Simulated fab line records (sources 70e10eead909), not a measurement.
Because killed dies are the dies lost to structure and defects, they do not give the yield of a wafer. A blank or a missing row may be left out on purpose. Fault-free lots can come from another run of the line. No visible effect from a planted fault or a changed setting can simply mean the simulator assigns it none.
fab line records ; flow nandHarc
record: lots: 13; wafers: 39; lastDay: 24
route steps=1159 shown A_M1@1041 A_BONDPAD@1083 THIN_TSV@1116 END@1159
lots untouched by any fault: they come from a run of this same line in which no faults occurred
startH: the number of hours between the record's first day and the start of the first shown wafer of the lot ; waitH: hours elapsed since this lot's preceding step ; " as in the row above ; L1.1+2: several wafers, shown together as one row ; - no value, or no start was given ; * or withheld: withheld ; < > ~ a bound
route shown NAME@n: NAME is a module with steps in the file, n the number in the route of the first one ; usual: mean/standard deviation taken from wafers without a fault ; same: alike in all rows ; chamber/n: place in a boat ; sites: the reading at each site ; _std_site: the values' standard deviation ; _edge_site: mean of outer sites minus mean of inner sites ; radiusMm: how far each site lies from the wafer's centre ; mask NAME#n: copy n ; behind: the last tool/chamber to shape the wafer ; hold: what put the lot on hold/how long, in hours/how the hold closed ; device: the n, p or np transistor that did not switch ; end of line: the route-end tests of the same wafers ; a step with no rows: only its recipe ; killed: the dies lost at the first sort to structure and to defects; this is not the yield of the wafer ; map: shows each die of a wafer: x if killed, . if not, _ if none is there
set.NAME: the run value of the setting; set.NAME@STEP: its run value at that earlier step ; model.NAME: the simulator's own value behind a step, which no gauge read
one table for each step of the route and one row for each wafer, over a sample of lots
services: a tool's chamber out of use, with start hour (startH, from the record's first day; less than 0 if before it), hours out, and reason
== steps ==
step: NHARC_A_M1_ETCH_15
recipe: targetDepthA: 1825; timeS: 91.2; c4f8FlowSccm: withheld; arFlowSccm: 400; rfW: 600; biasW: 300; chemistry: C4F8/Ar
usual: oesProductAu: 0.952/0.024; rfFwdPowerW: 595.4/2.3; rfVppV: 440.7/2.6
lot.wafer;tool;chamber;startH;waitH;oesProductAu;rfFwdPowerW;rfHoursCounterH;rfVppV
L901.1;rieDiel-13;1;412.32;-;0.932;598.1;7.7;444.3
L901.2;rieDiel-13;0;412.32;-;0.948;592.9;8.5;438.3
L901.5;rieDiel-13;2;412.32;-;0.931;594.1;-;437.5
L904.2;rieDiel-13;1;417.03;-;0.982;593.9;8.2;441.9
L904.3;rieDiel-13;3;417.03;-;0.981;598.9;9.8;443.9
L904.6;rieDiel-13;1;417.03;-;0.964;594.2;-;443.8
L903.1;rieDiel-09;0;417.40;-;0.923;595.8;9.4;438.7
L903.3;rieDiel-09;2;417.40;-;0.934;595.3;9.4;436.3
L903.6;rieDiel-09;3;417.40;-;0.934;594.5;-;443.1
L902.3;rieDiel-09;0;421.87;-;0.954;594.8;9.6;438.9
L902.4;rieDiel-09;1;421.87;-;0.970;593.6;9.5;440.7
L902.2;rieDiel-09;2;421.87;-;0.979;593.1;9.5;438.9
L905.3;rieDiel-09;1;441.23;-;0.972;594.3;0.0;439.8
L905.2;rieDiel-09;3;441.23;-;0.995;594.1;0.0;442.9
L905.4;rieDiel-09;0;441.23;-;0.969;593.9;0.0;439.0
L908.3;rieDiel-09;3;459.89;-;0.991;599.4;1.5;443.9
L908.6;rieDiel-09;1;459.89;-;0.964;593.2;-;441.0
L908.5;rieDiel-09;2;459.89;-;0.954;594.3;-;437.7
L910.2;rieDiel-09;1;466.14;-;0.926;590.4;1.7;442.7
L910.4;rieDiel-09;2;466.14;-;0.926;597.2;0.6;437.7
L910.1;rieDiel-09;0;466.14;-;0.920;596.1;1.6;440.1
L911.1;rieDiel-11;0;466.42;-;0.908;597.7;2.1;441.3
L911.4;rieDiel-11;1;466.42;-;0.927;591.8;2.1;444.2
L911.5;rieDiel-11;0;466.42;-;0.916;597.4;-;439.4
L912.2;rieDiel-09;3;471.81;-;0.968;596.8;1.8;441.8
L912.4;rieDiel-09;0;471.81;-;0.951;591.6;1.9;438.5
L912.5;rieDiel-09;3;471.81;-;0.960;598.7;-;442.5
L909.4;rieDiel-09;2;472.19;-;0.995;597.7;0.9;439.5
L909.1;rieDiel-09;0;472.19;-;0.968;593.2;1.9;436.9
L909.6;rieDiel-09;2;472.19;-;0.982;593.4;-;439.2
L916.2;rieDiel-11;2;510.12;-;0.968;598.3;3.0;437.4
L916.3;rieDiel-11;0;510.12;-;0.969;598.7;2.9;441.6
L916.6;rieDiel-11;2;510.12;-;0.972;597.4;-;439.6
L919.2;rieDiel-13;1;531.83;-;0.980;595.3;5.8;443.7
L919.3;rieDiel-13;2;531.83;-;0.952;596.8;5.6;436.7
L919.1;rieDiel-13;0;531.83;-;0.984;590.5;5.2;439.4
L917.3;rieDiel-11;3;539.24;-;0.968;594.5;3.5;444.7
L917.1;rieDiel-11;0;539.24;-;0.956;595.7;3.4;442.4
L917.4;rieDiel-11;2;539.24;-;0.976;597.2;3.5;437.6
step: NHARC_A_BONDPAD_PRE_CLEAN_26
recipe: timeS: 30; tempC: 280; gas: H2/He
usual: heaterPowerW: 414/44
lot.wafer;tool;chamber;startH;waitH;heaterPowerW
L901.1;pvdSputter-03;-;-;-;358
L901.2;pvdSputter-03;-;-;-;419
L901.5;pvdSputter-03;-;-;-;446
L904.3;pvdSputter-02;-;-;-;480
L904.2;pvdSputter-02;-;-;-;386
L904.6;pvdSputter-02;-;-;-;483
L903.3;pvdSputter-01;-;-;-;401
L903.1;pvdSputter-01;-;-;-;464
L903.6;pvdSputter-01;-;-;-;394
L902.3;pvdSputter-02;-;-;-;425
L902.2;pvdSputter-02;-;-;-;374
L902.4;pvdSputter-02;-;-;-;338
L905.3;pvdSputter-02;-;-;-;366
L905.2;pvdSputter-02;-;-;-;431
L905.4;pvdSputter-02;-;-;-;497
L908.3;pvdSputter-02;-;-;-;371
L908.6;pvdSputter-02;-;-;-;487
L908.5;pvdSputter-02;-;-;-;376
L910.4;pvdSputter-01;-;-;-;397
L910.1;pvdSputter-01;-;-;-;483
L910.2;pvdSputter-01;-;-;-;387
L911.4;pvdSputter-03;-;-;-;422
L911.1;pvdSputter-03;-;-;-;353
L911.5;pvdSputter-03;-;-;-;430
L912.2;pvdSputter-03;-;-;-;453
L912.4;pvdSputter-03;-;-;-;428
L912.5;pvdSputter-03;-;-;-;457
L909.4;pvdSputter-01;-;-;-;399
L909.1;pvdSputter-01;-;-;-;402
L909.6;pvdSputter-01;-;-;-;388
L916.3;pvdSputter-03;-;-;-;453
L916.2;pvdSputter-03;-;-;-;462
L916.6;pvdSputter-03;-;-;-;464
L919.2;pvdSputter-01;-;-;-;383
L919.1;pvdSputter-01;-;-;-;404
L919.3;pvdSputter-01;-;-;-;466
L917.3;pvdSputter-01;-;-;-;470
L917.4;pvdSputter-01;-;-;-;383
L917.1;pvdSputter-01;-;-;-;395
step: NHARC_THIN_TSV_CD_MEAS_12
recipe: targetCdNm: 1000; landingEnergyEv: 500
usual: cdNm: 999.6/1.3
lot.wafer;tool;chamber;startH;waitH;cdNm
L901.1;cdSem-01;0;432.98;-;1001.8
L901.2;cdSem-01;0;432.98;-;1000.6
L901.5;cdSem-01;0;432.98;-;1001.5
L904.2;cdSem-01;0;434.19;-;998.1
L904.3;cdSem-01;0;434.19;-;997.4
L904.6;cdSem-01;0;434.19;-;997.8
L903.1;cdSem-03;0;437.40;-;1000.5
L903.3;cdSem-03;0;437.40;-;1001.9
L903.6;cdSem-03;0;437.40;-;1001.1
L902.2;cdSem-02;0;443.57;-;999.6
L902.3;cdSem-02;0;443.57;-;998.2
L902.4;cdSem-02;0;443.57;-;999.3
L905.2;cdSem-02;0;461.33;-;999.4
L905.3;cdSem-02;0;461.33;-;999.0
L905.4;cdSem-02;0;461.33;-;1000.2
L908.3;cdSem-02;0;480.49;-;998.2
L908.5;cdSem-02;0;480.49;-;997.6
L908.6;cdSem-02;0;480.49;-;999.6
L911.1;cdSem-03;0;489.16;-;999.3
L911.4;cdSem-03;0;489.16;-;1000.1
L911.5;cdSem-03;0;489.16;-;1000.1
L910.1;cdSem-02;0;490.39;-;1000.3
L910.2;cdSem-02;0;490.39;-;999.4
L910.4;cdSem-02;0;490.39;-;1001.0
L912.2;cdSem-01;0;491.57;-;1000.0
L912.4;cdSem-01;0;491.57;-;998.3
L912.5;cdSem-01;0;491.57;-;999.4
L909.1;cdSem-02;0;492.77;-;1002.0
L909.4;cdSem-02;0;492.77;-;1002.7
L909.6;cdSem-02;0;492.77;-;1001.1
L916.2;cdSem-03;0;528.46;-;999.2
L916.3;cdSem-03;0;528.46;-;1000.0
L916.6;cdSem-03;0;528.46;-;999.9
L919.1;cdSem-02;0;551.71;-;999.8
L919.2;cdSem-02;0;551.71;-;1001.8
L919.3;cdSem-02;0;551.71;-;1001.7
L917.1;cdSem-02;0;558.94;-;1001.3
L917.3;cdSem-02;0;558.94;-;999.1
L917.4;cdSem-02;0;558.94;-;998.9
step: NHARC_THIN_TSV_CD_MEAS_16
usual: cdNm: 999.4/1.4
lot.wafer;tool;chamber;startH;waitH;cdNm
L901.1;cdSem-03;-;433.94;0.1;1000.9
L901.2;cdSem-03;-;433.94;0.1;1000.2
L901.5;cdSem-03;-;433.94;0.1;1000.8
L904.2;cdSem-01;-;435.27;0.1;998.2
L904.3;cdSem-01;-;435.27;0.1;996.5
L904.6;cdSem-01;-;435.27;0.1;997.4
L903.1;cdSem-01;-;438.36;0.1;1001.0
L903.3;cdSem-01;-;438.36;0.1;1002.2
L903.6;cdSem-01;-;438.36;0.1;1001.4
L902.2;cdSem-03;-;444.54;0.1;999.0
L902.3;cdSem-03;-;444.54;0.1;998.1
L902.4;cdSem-03;-;444.54;0.1;998.9
L905.2;cdSem-01;-;462.29;0.1;999.1
L905.3;cdSem-01;-;462.29;0.1;997.8
L905.4;cdSem-01;-;462.29;0.1;999.8
L908.3;cdSem-02;-;481.46;0.1;998.3
L908.5;cdSem-02;-;481.46;0.1;996.2
L908.6;cdSem-02;-;481.46;0.1;999.7
L911.1;cdSem-03;-;490.13;0.1;999.0
L911.4;cdSem-03;-;490.13;0.1;1000.2
L911.5;cdSem-03;-;490.13;0.1;1000.0
L910.1;cdSem-02;-;491.35;0.1;999.9
L910.2;cdSem-02;-;491.35;0.1;999.7
L910.4;cdSem-02;-;491.35;0.1;1000.4
L912.2;cdSem-02;-;492.53;0.1;999.4
L912.4;cdSem-02;-;492.53;0.1;998.5
L912.5;cdSem-02;-;492.53;0.1;999.6
L909.1;cdSem-03;-;493.74;0.1;1001.5
L909.4;cdSem-03;-;493.74;0.1;1002.9
L909.6;cdSem-03;-;493.74;0.1;1001.0
L916.2;cdSem-03;-;529.42;0.1;998.8
L916.3;cdSem-03;-;529.42;0.1;1000.0
L916.6;cdSem-03;-;529.42;0.1;1000.0
L919.1;cdSem-03;-;552.68;0.1;999.6
L919.2;cdSem-03;-;552.68;0.1;1001.9
L919.3;cdSem-03;-;552.68;0.1;1002.8
L917.1;cdSem-02;-;559.91;0.1;1001.2
L917.3;cdSem-02;-;559.91;0.1;998.9
L917.4;cdSem-02;-;559.91;0.1;999.1
step: NHARC_END_SORT_01
recipe: tempC: 25
usual: defectLimitedYield: 95.3/1.7; killedAtArray: 28/12; killedAtOther: 0.8/1.1; killedAtPeriphery: 3.6/2.3; killedDies: 32/12; killedOpen: 3.4/1.9; killedShort: 2.0/1.3; sort_bin_2_pct: 1.4/0.61; sort_bin_3_pct: 0.26/0.22; sort_bin_4_pct: 3.0/1.2; sortNPass: 645/12; sortRimYieldPct: 95.8/2.9; sortYieldPct: 95.3/1.7
same: grossDies: 677; sort_bin_5_pct[%]: 0; sort_bin_6_pct[%]: 0; sort_bin_7_pct[%]: 0; sort_bin_8_pct[%]: 0; sortRimNGross: 106.00
lot.wafer;tool;chamber;startH;waitH;defectLimitedYield[%];killedAtArray;killedAtOther;killedAtPeriphery;killedDies;killedOpen;killedShort;sort_bin_2_pct[%];sort_bin_3_pct[%];sort_bin_4_pct[%];sortNPass;sortRimYieldPct[%];sortYieldPct[%]
L904.2;prober-02;0;457.24;2.8;95.7;27;0;2;29;5;0;1.2;0;3.1;648;98.1;95.7
L904.3;prober-02;0;458.04;3.1;96.0;24;0;3;27;6;3;1.3;0.30;2.4;650;98.1;96.0
L904.6;prober-02;0;460.44;4.0;97.0;17;0;3;20;2;2;1.0;0.30;1.6;657;98.1;97.0
L908.3;prober-01;0;497.31;3.1;96.3;21;0;4;25;3;3;1.6;0.30;1.8;652;99.1;96.3
L912.2;prober-01;0;504.83;2.8;91.6;49;0;8;57;7;2;2.4;0.59;5.5;620;95.3;91.6
L912.4;prober-01;0;506.45;3.4;81.4;121;0;5;126;4;1;7.4;2.66;8.6;551;94.3;81.4
L912.5;prober-01;0;507.25;3.7;89.5;62;0;9;71;8;5;3.2;0.30;6.9;606;88.7;89.5
L910.1;prober-02;0;511.85;2.5;86.0;91;0;4;95;0;1;6.4;2.51;5.2;582;93.4;86.0
L910.2;prober-02;0;512.65;2.8;95.1;25;5;3;33;2;1;1.3;0.59;3.0;644;94.3;95.1
L910.4;prober-02;0;514.25;3.4;95.3;22;2;8;32;5;3;1.3;0.30;3.1;645;96.2;95.3
L909.1;prober-01;0;511.89;2.5;85.2;98;1;1;100;4;0;6.2;2.51;6.1;577;95.3;85.2
L909.4;prober-01;0;514.29;3.4;96.0;25;0;2;27;3;0;1.5;0;2.5;650;91.5;96.0
L909.6;prober-01;0;515.89;4.0;96.2;19;1;6;26;5;1;1.3;0.44;2.1;651;92.5;96.2
killed by level:class
L904.2 A_CONTACT:chamberFilmFlake=10 A_SLIT:chamberFilmFlake=8 A_STAIRCASE:chamberFilmFlake=3 A_CHANNEL_HOLE_D1:chamberFilmFlake=2 P_GATE:geometricParticle:open=1 A_SOURCE_PLATE:geometricParticle:open=1 A_ONON_D1:geometricParticle:open=1 A_CHANNEL_FILL_D1:geometricParticle:open=1
L904.3 A_SLIT:chamberFilmFlake=10 A_CONTACT:chamberFilmFlake=5 A_WL_FILL:geometricParticle:open=2 A_CONTACT:geometricParticle:open=2 A_STAIRCASE:chamberFilmFlake=2 P_STI:geometricParticle:short=1 P_GATE:geometricParticle:open=1 P_M1:geometricParticle:open=1
L904.6 A_SLIT:chamberFilmFlake=7 A_CONTACT:chamberFilmFlake=5 A_CHANNEL_HOLE_D1:chamberFilmFlake=2 P_GATE:geometricParticle:short=1 P_CONTACT:geometricParticle:open=1 P_CONTACT:geometricParticle:short=1 A_CONTACT:geometricParticle:open=1 A_CHANNEL_FILL_D1:chamberFilmFlake=1
L908.3 A_CHANNEL_HOLE_D1:chamberFilmFlake=5 A_CONTACT:chamberFilmFlake=5 A_STAIRCASE:chamberFilmFlake=5 P_CONTACT:geometricParticle:open=2 A_CHANNEL_FILL_D1:geometricParticle:short=2 A_SOURCE_PLATE:geometricParticle:open=1 A_WL_FILL:geometricParticle:short=1 P_GATE:chamberFilmFlake=1
L912.2 A_CHANNEL_HOLE_D1:chamberFilmFlake=21 A_SLIT:chamberFilmFlake=10 A_CONTACT:chamberFilmFlake=5 P_M1:chamberFilmFlake=3 A_BLC:geometricParticle:open=2 P_GATE:chamberFilmFlake=2 A_CHANNEL_FILL_D1:chamberFilmFlake=2 A_STAIRCASE:chamberFilmFlake=2
L912.4 A_M1:unspecified=68 A_SLIT:chamberFilmFlake=18 A_CHANNEL_HOLE_D1:chamberFilmFlake=18 A_CONTACT:chamberFilmFlake=7 A_STAIRCASE:chamberFilmFlake=5 P_M1:chamberFilmFlake=2 P_M0:geometricParticle:open=1 P_M1:geometricParticle:open=1
L912.5 A_CHANNEL_HOLE_D1:chamberFilmFlake=17 A_SLIT:chamberFilmFlake=17 A_CONTACT:chamberFilmFlake=9 P_M1:chamberFilmFlake=4 A_WL_FILL:chamberFilmFlake=4 A_WL_FILL:geometricParticle:open=3 A_STAIRCASE:chamberFilmFlake=3 P_M0:geometricParticle:short=1
L910.1 A_M1:unspecified=73 A_CHANNEL_HOLE_D1:chamberFilmFlake=13 P_GATE:chamberFilmFlake=2 A_CONTACT:chamberFilmFlake=2 A_WL_FILL:geometricParticle:short=1 P_M1:chamberFilmFlake=1 P_BONDPAD:chamberFilmFlake=1 A_STAIRCASE:chamberFilmFlake=1
L909.1 A_M1:unspecified=80 A_CHANNEL_HOLE_D1:chamberFilmFlake=12 A_STAIRCASE:chamberFilmFlake=3 A_M0:geometricParticle:open=2 P_CONTACT:geometricParticle:open=1 A_CONTACT:geometricParticle:open=1 HYBRID_BOND:latent=1
L910.2 A_CHANNEL_HOLE_D1:chamberFilmFlake=16 THIN_TSV:chamberFilmFlake=5 A_STAIRCASE:chamberFilmFlake=2 A_CONTACT:chamberFilmFlake=2 A_SOURCE_PLATE:geometricParticle:short=1 A_M1:geometricParticle:open=1 A_BONDPAD:geometricParticle:open=1 P_ZERO_WELL:chamberFilmFlake=1
L910.4 A_CHANNEL_HOLE_D1:chamberFilmFlake=13 P_CONTACT:geometricParticle:open=3 P_M1:chamberFilmFlake=2 A_STAIRCASE:chamberFilmFlake=2 A_CONTACT:chamberFilmFlake=2 THIN_TSV:chamberFilmFlake=2 P_CONTACT:geometricParticle:short=1 A_CHANNEL_HOLE_D1:geometricParticle:open=1
L909.4 A_CHANNEL_HOLE_D1:chamberFilmFlake=20 A_M0:geometricParticle:open=2 A_STAIRCASE:chamberFilmFlake=2 P_M0:geometricParticle:open=1 P_STI:chamberFilmFlake=1 A_CONTACT:chamberFilmFlake=1
L909.6 A_CHANNEL_HOLE_D1:chamberFilmFlake=14 P_M0:geometricParticle:open=2 P_GATE:chamberFilmFlake=2 A_CONTACT:chamberFilmFlake=2 P_M0:geometricParticle:short=1 A_ONON_D1:geometricParticle:open=1 A_CHANNEL_FILL_D1:geometricParticle:open=1 P_CONTACT:chamberFilmFlake=1
== services ==
tool;chamber;startH;hours;kind
pvdSputter-02;-;392.02;10.0;pm
pvdSputter-03;-;393.57;0.7;repair
rieDiel-09;0;410.10;-;clean
rieDiel-09;1;410.10;-;clean
rieDiel-09;2;410.10;-;clean
rieDiel-09;3;410.10;-;clean
pvdSputter-03;-;420.85;6.7;repair
pvdSputter-01;-;428.68;8.1;repair
rieDiel-09;-;431.30;9.0;pm
rieDiel-09;0;431.30;9.0;ventCycle
rieDiel-09;1;431.30;9.0;ventCycle
rieDiel-09;2;431.30;9.0;ventCycle
rieDiel-09;3;431.30;9.0;ventCycle
rieDiel-13;0;432.30;4.0;repair
rieDiel-09;0;440.30;-;clean
rieDiel-09;2;448.86;8.6;repair
rieDiel-13;-;453.00;9.0;pm
pvdSputter-03;-;458.00;10.0;pm
rieDiel-13;0;463.04;4.3;repair
rieDiel-13;1;487.90;4.1;repair
rieDiel-09;2;506.86;4.7;repair
pvdSputter-01;-;514.02;10.0;pm
rieDiel-13;2;534.02;12.9;repair
rieDiel-11;-;543.55;9.0;pm
== key ==
firstSign: step: NHARC_END_SORT_01; reading: defectLimitedYield; direction: down; sigmas: 6.5; usual: 95.3; struck: 84.2
effect: step: NHARC_END_SORT_01; reading: killedDies; direction: up; sigmas: 6.5; usual: 32; struck: 107
moreKillsBornAt: NHARC_A_M1_ETCH_15@rieDiel-09: 221
metAt NHARC_A_M1_ETCH_15
struckLots L909,L910,L912
struckWafers L909.1,L910.1,L912.4
notActingAt NHARC_A_BONDPAD_PRE_CLEAN_26,NHARC_THIN_TSV_CD_MEAS_12,NHARC_THIN_TSV_CD_MEAS_16
onsetBetween 441.23 466.14
fault: kind: chamberParticleSource; tool: rieDiel-09; chamber: 0; onsetH: 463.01; steps: NHARC_A_M1_ETCH_15; ratePerVisitCm2: 0.53946; endH: 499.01
